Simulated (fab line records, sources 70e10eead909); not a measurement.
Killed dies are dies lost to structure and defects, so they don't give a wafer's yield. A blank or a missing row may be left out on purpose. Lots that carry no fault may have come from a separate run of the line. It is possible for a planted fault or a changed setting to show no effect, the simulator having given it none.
fab line records	flow nand_harc	part 1 of 2: steps 1 to 21 of 27
record: lots: 5	wafers: 15	last_day: 27
route steps=1159 shown A_CONTACT@875
lots that met no fault: from a run of the same line without faults
start_h: hours from the record's first day to the start of the lot's first wafer shown	wait_h: how many hours have passed since the lot's step before this one	" the same as in the row above	L1.1+2: several wafers, shown together as one row	- either no value or no given start	* or withheld: withheld	< > ~ a bound
route shown NAME@n: names a module that has steps shown in the file, with the first one's number in the route	usual: mean/standard deviation of fault-free wafers	same: alike in all rows	chamber/n: place in a boat	sites: the reading at each site	_std_site: standard deviation of those values	_edge_site: mean of outer sites minus mean of inner sites	radius_mm: for every site, how far away it sits from the centre of the wafer	mask NAME#n: copy n	behind: the tool/chamber that last shaped the wafer	hold: reason for holding the lot/hours on hold/outcome of the hold	device: names the non-switching transistor (n, p or np)	end of line: tests of these same wafers at the route's end	step lacking rows: just its recipe	killed: the dies lost at the first sort to structure and to defects; this is not the yield of the wafer	map: shows each die of a wafer: x if killed, . if not, _ if none is there
set.NAME: setting as actually run; set.NAME@STEP: the setting as run at that earlier step	model.NAME: the simulator's own value behind a step, which no gauge read
certain route steps with their lots: each step a table, each wafer a row
services: when a tool's chamber went out of use (start_h, in hours from the record's first day, below 0 if earlier), for how many hours, and the reason
== steps ==
step: NHARC_A_CONTACT_ETCH_90
recipe: target_depth_a: 400	over_etch_frac: 0.5	time_s: 85.7	ion_energy_ev: 120	ch3f_flow_sccm: 50	o2_flow_sccm: 30	ar_flow_sccm: 200	rf_w: 500	bias_w: 100	chemistry: CH3F/O2
usual: chamber_pressure_mTorr: 24.999/0.024	drypump_motor_current_A: 5.6/0.32	o2_flow_sccm: 29.99/0.088	oes_product_au: 0.96/0.037	rf_vpp_V: 243.7/1.4	showerhead_plenum_p_Torr: 2.40/0.08	throttle_valve_pct: 20.663/0.0094
lot.wafer	tool	chamber	start_h	wait_h	chamber_pressure_mTorr	drypump_motor_current_A	o2_flow_sccm	oes_product_au	rf_hours_counter_h	rf_vpp_V	showerhead_plenum_p_Torr	throttle_valve_pct
L075.4	rie_diel-04	2	411.35	0.4	24.951	5.6	29.97	0.92	18	244.1	2.42	20.649
L075.1	"	0	"	"	24.987	5.6	30.08	0.93	19	242.5	2.30	20.665
L075.5	"	2	"	"	24.984	5.6	30.05	0.93	-	244.0	2.42	20.644
L088.1	rie_diel-04	3	478.52	0.9	24.997	5.0	29.90	0.92	2	245.1	2.46	20.660
L088.3	"	0	"	"	24.978	5.6	30.00	0.93	1	241.7	2.30	20.674
L088.4	"	1	"	"	25.002	5.9	29.96	0.93	1	243.2	2.44	20.669
L081.1	rie_diel-11	0	494.53	0.5	24.989	5.5	29.95	1.00	38	242.7	2.29	20.659
L081.6	"	0	"	"	25.019	5.5	30.04	1.01	-	242.7	2.29	20.671
L081.5	"	1	"	"	24.984	5.7	29.94	1.00	-	244.5	2.46	20.660
L090.3	rie_diel-04	3	511.37	0.5	25.003	4.9	29.89	0.92	9	243.2	2.46	20.654
L090.4	"	0	"	"	24.989	5.6	29.96	0.92	9	242.4	2.30	20.665
L090.6	"	2	"	"	24.966	5.6	30.04	0.92	-	244.2	2.42	20.670
L095.4	rie_diel-11	3	555.63	0.4	25.012	5.7	30.10	1.00	0	243.2	2.37	20.651
L095.3	"	1	"	"	25.013	5.7	30.16	1.00	0	245.2	2.45	20.664
L095.5	"	3	"	"	25.013	5.7	30.17	1.00	-	243.1	2.37	20.679
step: NHARC_A_CONTACT_ETCH_96
recipe: target_depth_a: 200	over_etch_frac: 0.5	time_s: 10	ion_energy_ev: 250	c4f6_flow_sccm: 25	o2_flow_sccm: 20	ar_flow_sccm: 500	rf_w: 600	bias_w: 500	chemistry: C4F6/O2
usual: chamber_pressure_mTorr: 30.001/0.028	drypump_motor_current_A: 5.6/0.33	o2_flow_sccm: 20.00/0.056	oes_product_au: 0.974/0.026	rf_vpp_V: 545.2/2.9	showerhead_plenum_p_Torr: 3.85/0.13	throttle_valve_pct: 26.902/0.0093
lot.wafer	tool	chamber	start_h	wait_h	chamber_pressure_mTorr	drypump_motor_current_A	o2_flow_sccm	oes_product_au	rf_hours_counter_h	rf_vpp_V	showerhead_plenum_p_Torr	throttle_valve_pct
L075.4	rie_diel-04	0	-	-	29.989	5.6	20.02	0.942	19	540.2	3.69	26.900
L075.1	"	2	"	"	29.997	5.7	19.99	0.953	18	546.4	3.87	26.901
L075.5	"	3	"	"	29.974	5.0	20.05	0.945	-	547.0	3.93	26.921
L088.4	rie_diel-04	1	-	-	30.035	5.9	20.01	0.964	1	547.2	3.89	26.913
L088.1	"	2	"	"	30.017	5.7	20.04	0.972	1	544.5	3.86	26.897
L088.3	"	3	"	"	29.995	4.9	19.99	0.961	2	547.3	3.93	26.899
L081.1	rie_diel-11	3	-	-	29.995	5.8	20.01	1.009	39	544.7	3.80	26.904
L081.6	"	0	"	"	30.002	5.5	20.02	1.008	-	542.1	3.67	26.875
L081.5	"	1	"	"	30.028	5.7	19.95	0.997	-	549.0	3.93	26.886
L090.3	rie_diel-04	3	-	-	30.041	5.0	20.04	0.962	9	548.1	3.92	26.907
L090.4	"	1	"	"	29.963	5.9	19.99	0.956	5	545.8	3.89	26.901
L090.6	"	3	"	"	30.014	5.0	19.98	0.967	-	546.4	3.92	26.898
L095.4	rie_diel-11	2	-	-	29.975	5.8	20.04	0.994	0	543.5	3.80	26.908
L095.3	"	3	"	"	30.030	5.8	19.91	0.992	0	544.6	3.79	26.900
L095.5	"	0	"	"	29.991	5.5	20.00	0.999	-	552.4	4.23	26.905
step: NHARC_A_CONTACT_CD_MEAS_53
usual: cd_nm: 189.5/0.65
lot.wafer	tool	chamber	start_h	wait_h	cd_nm
L075.1	cd_sem-01	-	411.56	-	189.9
L075.4	"	-	"	"	189.7
L075.5	"	-	"	"	189.9
L088.1	cd_sem-01	-	478.78	-	189.9
L088.3	"	-	"	"	190.1
L088.4	"	-	"	"	189.7
L081.1	cd_sem-02	-	494.75	-	190.4
L081.5	"	-	"	"	190.8
L081.6	"	-	"	"	190.3
L090.3	cd_sem-02	-	511.73	-	188.4
L090.4	"	-	"	"	188.9
L090.6	"	-	"	"	189.1
L095.3	cd_sem-02	-	555.89	-	188.9
L095.4	"	-	"	"	188.1
L095.5	"	-	"	"	188.9
step: NHARC_A_CONTACT_STRIP_99
recipe: n2_flow_sccm: 150	h2_flow_sccm: 150	ar_flow_sccm: 0	bias_w: 0	chemistry: N2/H2
lot.wafer	tool	chamber	start_h	wait_h
L075.1+4+5	rie_diel-13	2,3,1	411.64	0.1
L088.1+4+3	rie_diel-11	2,3,1	478.90	0.1
L081.1+5+6	rie_diel-11	1,0,1	494.83	0.1
L090.3+4+6	rie_diel-11	1,0,1	511.80	0.1
L095.3+4+5	rie_diel-04	1,2,0	555.98	0.1
step: NHARC_A_CONTACT_STRIP_100
recipe: cf4_flow_sccm: 100	chf3_flow_sccm: 30	ar_flow_sccm: 0	bias_w: 0	chemistry: CF4/CHF3
lot.wafer	tool	chamber	start_h	wait_h
L075.1+4+5	rie_diel-13	3,0,2	411.73	0.1
L088.3+1+4	rie_diel-11	3,1,2	479.03	0.1
L081.1+6+5	rie_diel-11	0,2,3	494.92	0.1
L090.4+3+6	rie_diel-11	3,2,0	511.90	0.1
L095.3+4+5	rie_diel-04	0,2,1	556.12	0.1
step: NHARC_A_CONTACT_STRIP_101
recipe: o2_flow_sccm: 400	cos_flow_sccm: 20	ar_flow_sccm: 0	bias_w: 0	chemistry: O2/COS
lot.wafer	tool	chamber	start_h	wait_h
L075.4+1+5	rie_diel-13	0,2,0	411.90	0.2
L088.3+4+1	rie_diel-11	0,2,3	479.34	0.3
L081.1+5+6	rie_diel-11	0,2,3	494.98	0.1
L090.4+3+6	rie_diel-11	0,2,1	511.96	0.1
L095.3+4+5	rie_diel-04	2,0,2	556.20	0.1
step: NHARC_A_CONTACT_ETCH_102
recipe: target_depth_a: 700	overetch_a: 70	time_s: 38.5	ion_energy_ev: 100	cf4_flow_sccm: 80	o2_flow_sccm: 20	ar_flow_sccm: 0	rf_w: 300	bias_w: 100	chemistry: CF4/O2
usual: chamber_pressure_mTorr: 30.001/0.026	drypump_motor_current_A: 5.6/0.38	o2_flow_sccm: 20.00/0.059	oes_product_au: 1.001/0.0068	rf_vpp_V: 197.1/1.3	showerhead_plenum_p_Torr: 1.31/0.051	throttle_valve_pct: 13.397/0.0087
lot.wafer	tool	chamber	start_h	wait_h	chamber_pressure_mTorr	drypump_motor_current_A	o2_flow_sccm	oes_product_au	rf_hours_counter_h	rf_vpp_V	showerhead_plenum_p_Torr	throttle_valve_pct
L075.4	rie_diel-13	0	411.96	0.1	29.984	5.4	19.95	1.001	45	198.9	1.35	13.399
L075.1	"	3	"	"	30.010	6.5	20.02	0.998	45	198.1	1.44	13.385
L075.5	"	1	"	"	30.003	5.4	20.00	0.986	-	196.9	1.29	13.381
L088.1	rie_diel-11	0	479.52	0.2	29.939	5.5	19.97	0.997	34	195.8	1.24	13.393
L088.3	"	1	"	"	29.966	5.7	20.06	1.006	34	199.2	1.34	13.396
L088.4	"	2	"	"	29.998	5.7	19.94	0.990	34	195.5	1.29	13.399
L081.1	rie_diel-11	2	495.05	0.1	29.953	5.8	19.99	0.991	39	197.7	1.29	13.384
L081.5	"	3	"	"	29.997	5.8	19.99	1.011	-	197.2	1.29	13.401
L081.6	"	0	"	"	30.038	5.5	20.09	0.992	-	195.6	1.24	13.393
L090.3	rie_diel-11	1	512.03	0.1	30.008	5.7	19.90	1.001	45	197.4	1.33	13.392
L090.4	"	2	"	"	29.965	5.8	20.09	1.004	46	197.1	1.29	13.411
L090.6	"	0	"	"	29.983	5.5	20.02	0.996	-	195.1	1.24	13.398
L095.4	rie_diel-04	0	556.49	0.3	29.961	5.6	20.01	1.005	20	195.8	1.25	13.405
L095.3	"	1	"	"	29.980	5.8	20.02	0.981	16	198.2	1.32	13.412
L095.5	"	3	"	"	29.975	5.0	19.91	0.998	-	197.2	1.33	13.397
step: NHARC_A_CONTACT_STRIP_55
recipe: o2_flow_sccm: 500	ar_flow_sccm: 0	bias_w: 0	chemistry: O2
usual: chamber_pressure_mTorr: 60.00/0.06	drypump_motor_current_A: 5.6/0.38	o2_flow_sccm: 500.0/1.5	oes_product_au: 1.002/0.0065	rf_vpp_V: 57.6/0.87	showerhead_plenum_p_Torr: 3.46/0.13	throttle_valve_pct: 17.037/0.0086
lot.wafer	tool	chamber	start_h	wait_h	chamber_pressure_mTorr	drypump_motor_current_A	o2_flow_sccm	oes_product_au	rf_hours_counter_h	rf_vpp_V	showerhead_plenum_p_Torr	throttle_valve_pct
L075.1	rie_diel-13	3	-	-	59.88	6.6	503.1	1.006	45	57.2	3.78	17.027
L075.4	"	0	"	"	59.99	5.5	498.1	0.998	45	58.6	3.57	17.055
L075.5	"	1	"	"	60.01	5.3	501.0	0.998	-	57.8	3.42	17.035
L088.4	rie_diel-11	1	-	-	60.00	5.7	499.2	1.011	34	57.7	3.53	17.036
L088.1	"	2	"	"	60.00	5.8	498.3	0.993	34	57.8	3.43	17.053
L088.3	"	0	"	"	59.95	5.5	500.5	0.994	34	56.5	3.29	17.035
L081.1	rie_diel-11	3	-	-	60.14	5.7	501.1	1.013	39	56.6	3.42	17.037
L081.5	"	1	"	"	60.06	5.7	500.9	1.009	-	58.1	3.53	17.049
L081.6	"	2	"	"	60.08	5.8	501.6	1.006	-	57.9	3.42	17.043
L090.3	rie_diel-11	1	-	-	60.04	5.7	502.3	1.006	45	57.7	3.53	17.052
L090.4	"	2	"	"	60.02	5.8	498.0	1.002	46	58.5	3.42	17.028
L090.6	"	3	"	"	60.03	5.8	500.4	1.009	-	57.0	3.41	17.054
L095.3	rie_diel-04	1	-	-	60.09	5.9	497.9	1.006	16	57.5	3.49	17.031
L095.4	"	2	"	"	60.03	5.6	502.4	1.000	19	57.8	3.46	17.043
L095.5	"	0	"	"	59.99	5.6	501.4	1.010	-	57.6	3.30	17.031
step: NHARC_A_CONTACT_STRIP_56
recipe: time_s: 600	temp_c: 30	chemistry: post_etch_residue_remover
usual: bath_heat_duty_pct: 13.1/1.6
lot.wafer	tool	chamber	start_h	wait_h	bath_heat_duty_pct
L075.4	wet_bench-03	2	412.36	-	12.8
L075.1	"	4	"	"	13.9
L075.5	"	5	"	"	11.7
L088.1	wet_bench-01	4	479.93	-	13.6
L088.3	"	5	"	"	10.7
L088.4	"	0	"	"	13.4
L081.1	wet_bench-01	5	495.55	-	10.5
L081.6	"	0	"	"	14.5
L081.5	"	1	"	"	12.0
L090.3	wet_bench-01	5	512.41	-	11.9
L090.4	"	6	"	"	12.4
L090.6	"	0	"	"	13.3
L095.4	wet_bench-01	7	556.90	-	16.4
L095.3	"	0	"	"	13.9
L095.5	"	2	"	"	14.4
step: NHARC_A_CONTACT_DEP_57
recipe: target_thk_a: 28000	temp_c: 400	material: aC
usual: throttle_valve_pct: 35.000/0.0089
lot.wafer	tool	chamber	start_h	wait_h	throttle_valve_pct
L075.1	acl_dep-01	0	412.61	-	35.005
L075.4	"	0	"	"	34.995
L075.5	"	0	"	"	34.997
L088.1	acl_dep-03	0	485.20	-	34.997
L088.3	"	0	"	"	34.991
L088.4	"	0	"	"	35.001
L081.1	acl_dep-01	0	503.28	-	35.001
L081.5	"	0	504.45	-	35.000
L081.6	"	0	"	"	34.999
L090.3	acl_dep-02	0	516.57	-	35.006
L090.4	"	0	"	"	34.996
L090.6	"	0	"	"	34.991
L095.3	acl_dep-03	0	557.90	-	34.979
L095.4	"	0	"	"	35.002
L095.5	"	0	"	"	34.992
step: NHARC_A_CONTACT_DEP_58
recipe: target_thk_a: 600	target_thk_nm: 60	temp_c: 400	pressure_torr: 3.5	flow_sccm: 200	rf_w: 350	material: SiON
usual: chamber_pressure_Torr: 3.500/0.008	heater_power_w: 729/63
lot.wafer	tool	chamber	start_h	wait_h	chamber_pressure_Torr	heater_power_w
L075.1	pecvd-03	2	414.35	1.5	3.494	725
L075.5	"	2	"	"	3.493	733
L075.4	"	0	"	"	3.494	677
L088.1	pecvd-04	2	486.95	1.5	3.520	783
L088.3	"	1	"	"	3.478	737
L088.4	"	1	"	"	3.497	727
L081.1	pecvd-02	0	505.11	1.5	3.496	695
L081.5	"	2	"	"	3.494	774
L081.6	"	0	"	"	3.513	725
L090.3	pecvd-04	0	517.73	0.9	3.470	736
L090.6	"	1	"	"	3.491	624
L090.4	"	2	"	"	3.492	812
L095.3	pecvd-03	1	559.13	0.9	3.500	662
L095.5	"	0	"	"	3.508	657
L095.4	"	2	"	"	3.507	810
step: NHARC_A_CONTACT_DEHYDRATE_59
recipe: temp_c: 150	time_s: 120
usual: exhaust_pa: 44.9/0.93
lot.wafer	tool	chamber	start_h	wait_h	exhaust_pa
L075.1	litho_track-01	0	414.62	0.2	45.7
L075.4	"	0	"	"	45.4
L075.5	"	0	"	"	44.0
L088.1	litho_track-04	0	487.21	0.2	43.7
L088.3	"	0	"	"	44.6
L088.4	"	0	"	"	44.6
L081.1	litho_track-01	0	505.32	0.2	43.7
L081.5	"	0	"	"	44.6
L081.6	"	0	"	"	44.4
L090.3	litho_track-06	0	518.00	0.2	45.7
L090.4	"	0	"	"	46.0
L090.6	"	0	"	"	42.5
L095.3	litho_track-01	0	559.37	0.2	45.1
L095.4	"	0	"	"	43.7
L095.5	"	0	"	"	44.0
step: NHARC_A_CONTACT_HMDS_60
recipe: time_s: 30
usual: exhaust_pa: 45.1/0.78
lot.wafer	tool	chamber	start_h	wait_h	exhaust_pa
L075.1	litho_track-01	0	-	-	44.8
L075.4	"	0	"	"	44.7
L075.5	"	0	"	"	44.6
L088.1	litho_track-04	0	-	-	46.6
L088.3	"	0	"	"	44.4
L088.4	"	0	"	"	46.0
L081.1	litho_track-01	0	-	-	45.5
L081.5	"	0	"	"	44.1
L081.6	"	0	"	"	44.8
L090.3	litho_track-06	0	-	-	46.6
L090.4	"	0	"	"	46.8
L090.6	"	0	"	"	44.9
L095.3	litho_track-01	0	-	-	45.3
L095.4	"	0	"	"	46.1
L095.5	"	0	"	"	45.7
step: NHARC_A_CONTACT_COAT_61
recipe: temp_c: 260	time_s: 75
usual: exhaust_pa: 45.1/0.86
lot.wafer	tool	chamber	start_h	wait_h	exhaust_pa
L075.1	litho_track-01	0	-	-	46.2
L075.4	"	0	"	"	45.9
L075.5	"	0	"	"	44.9
L088.1	litho_track-04	0	-	-	44.8
L088.3	"	0	"	"	45.1
L088.4	"	0	"	"	45.7
L081.1	litho_track-01	0	-	-	44.7
L081.5	"	0	"	"	44.6
L081.6	"	0	"	"	44.9
L090.3	litho_track-06	0	-	-	45.4
L090.4	"	0	"	"	45.8
L090.6	"	0	"	"	45.5
L095.3	litho_track-01	0	-	-	45.9
L095.4	"	0	"	"	45.3
L095.5	"	0	"	"	46.4
step: NHARC_A_CONTACT_COAT_62
recipe: temp_c: 225	time_s: 65
usual: exhaust_pa: 45.0/0.89
lot.wafer	tool	chamber	start_h	wait_h	exhaust_pa
L075.1	litho_track-01	0	-	-	44.8
L075.4	"	0	"	"	45.9
L075.5	"	0	"	"	44.7
L088.1	litho_track-04	0	-	-	44.0
L088.3	"	0	"	"	45.6
L088.4	"	0	"	"	44.9
L081.1	litho_track-01	0	-	-	44.5
L081.5	"	0	"	"	45.9
L081.6	"	0	"	"	43.8
L090.3	litho_track-06	0	-	-	44.5
L090.4	"	0	"	"	44.5
L090.6	"	0	"	"	44.2
L095.3	litho_track-01	0	-	-	45.4
L095.4	"	0	"	"	44.9
L095.5	"	0	"	"	46.8
step: NHARC_A_CONTACT_COAT_63
recipe: spin_rpm: 1500	resist_thk_nm: 90
usual: exhaust_pa: 44.9/0.84
lot.wafer	tool	chamber	start_h	wait_h	exhaust_pa
L075.1	litho_track-01	0	-	-	43.6
L075.4	"	0	"	"	44.6
L075.5	"	0	"	"	45.2
L088.1	litho_track-04	0	-	-	44.9
L088.3	"	0	"	"	45.4
L088.4	"	0	"	"	43.3
L081.1	litho_track-01	0	-	-	44.9
L081.5	"	0	"	"	43.8
L081.6	"	0	"	"	43.9
L090.3	litho_track-06	0	-	-	43.7
L090.4	"	0	"	"	45.4
L090.6	"	0	"	"	45.9
L095.3	litho_track-01	0	-	-	43.7
L095.4	"	0	"	"	45.8
L095.5	"	0	"	"	44.0
step: NHARC_A_CONTACT_SOFTBAKE_64
recipe: temp_c: 105	time_s: 55
usual: exhaust_pa: 44.8/0.88
lot.wafer	tool	chamber	start_h	wait_h	exhaust_pa
L075.1	litho_track-01	0	-	-	44.9
L075.4	"	0	"	"	45.1
L075.5	"	0	"	"	44.9
L088.1	litho_track-04	0	-	-	44.6
L088.3	"	0	"	"	44.2
L088.4	"	0	"	"	44.1
L081.1	litho_track-01	0	-	-	43.3
L081.5	"	0	"	"	44.5
L081.6	"	0	"	"	45.2
L090.3	litho_track-06	0	-	-	44.4
L090.4	"	0	"	"	44.8
L090.6	"	0	"	"	44.0
L095.3	litho_track-01	0	-	-	45.4
L095.4	"	0	"	"	43.8
L095.5	"	0	"	"	43.8
step: NHARC_A_CONTACT_EBR_65
usual: exhaust_pa: 45.3/0.91
lot.wafer	tool	chamber	start_h	wait_h	exhaust_pa
L075.1	litho_track-01	0	-	-	44.6
L075.4	"	0	"	"	45.3
L075.5	"	0	"	"	45.6
L088.1	litho_track-04	0	-	-	43.5
L088.3	"	0	"	"	46.1
L088.4	"	0	"	"	45.1
L081.1	litho_track-01	0	-	-	44.0
L081.5	"	0	"	"	44.0
L081.6	"	0	"	"	45.3
L090.3	litho_track-06	0	-	-	44.5
L090.4	"	0	"	"	45.2
L090.6	"	0	"	"	45.7
L095.3	litho_track-01	0	-	-	44.7
L095.4	"	0	"	"	45.1
L095.5	"	0	"	"	46.7
step: NHARC_A_CONTACT_EXPOSE_66
recipe: na: 1.35	sigma_outer: 0.8	dose_mj: 59.02	mask_id: A_CC_2
usual: reticle_temp_C: 23.02/0.12
lot.wafer	tool	chamber	start_h	wait_h	mask	reticle_temp_C
L075.1	arfi_scanner-03	0	414.81	-	A_CC_2#0	23.18
L075.4	"	0	"	"	A_CC_2#0	23.11
L075.5	"	0	"	"	A_CC_2#0	23.03
L088.1	arfi_scanner-02	0	487.52	-	A_CC_2#0	22.88
L088.3	"	0	"	"	A_CC_2#0	22.86
L088.4	"	0	"	"	A_CC_2#0	22.89
L081.1	arfi_scanner-03	0	505.63	-	A_CC_2#0	22.98
L081.5	"	0	"	"	A_CC_2#0	23.09
L081.6	"	0	"	"	A_CC_2#0	22.95
L090.3	arfi_scanner-03	0	518.32	-	A_CC_2#0	22.99
L090.4	"	0	"	"	A_CC_2#0	23.00
L090.6	"	0	"	"	A_CC_2#0	22.93
L095.3	arfi_scanner-01	0	559.69	-	A_CC_2#0	23.29
L095.4	"	0	"	"	A_CC_2#0	23.18
L095.5	"	0	"	"	A_CC_2#0	23.03
step: NHARC_A_CONTACT_PEB_67
recipe: peb_temp_c: 100	peb_time_s: 65
usual: exhaust_pa: 45.0/1
lot.wafer	tool	chamber	start_h	wait_h	exhaust_pa
L075.1	litho_track-01	0	414.87	0.1	44.7
L075.4	"	0	"	"	45.0
L075.5	"	0	"	"	43.6
L088.1	litho_track-01	0	487.58	0.1	45.2
L088.3	"	0	"	"	45.7
L088.4	"	0	"	"	45.8
L081.1	litho_track-01	0	505.69	0.1	43.6
L081.5	"	0	"	"	44.2
L081.6	"	0	"	"	44.0
L090.3	litho_track-06	0	518.38	0.0	45.1
L090.4	"	0	"	"	45.2
L090.6	"	0	"	"	44.0
L095.3	litho_track-06	0	559.74	0.0	46.3
L095.4	"	0	"	"	45.9
L095.5	"	0	"	"	47.0
step: NHARC_A_CONTACT_DEVELOP_68
recipe: develop_time_s: 35	dev_temp_c: 23
usual: developer_temp_C: 22.99/0.11	exhaust_pa: 44.8/1
lot.wafer	tool	chamber	start_h	wait_h	developer_temp_C	exhaust_pa
L075.1	litho_track-01	0	-	-	22.96	45.1
L075.4	"	0	"	"	23.05	46.1
L075.5	"	0	"	"	22.94	45.8
L088.1	litho_track-01	0	-	-	22.66	43.8
L088.3	"	0	"	"	22.83	43.9
L088.4	"	0	"	"	22.99	45.6
L081.1	litho_track-01	0	-	-	22.90	44.4
L081.5	"	0	"	"	22.93	45.9
L081.6	"	0	"	"	22.96	45.8
L090.3	litho_track-06	0	-	-	23.01	44.8
L090.4	"	0	"	"	23.12	44.9
L090.6	"	0	"	"	23.04	45.0
L095.3	litho_track-06	0	-	-	23.00	45.3
L095.4	"	0	"	"	22.98	45.6
L095.5	"	0	"	"	22.99	45.8
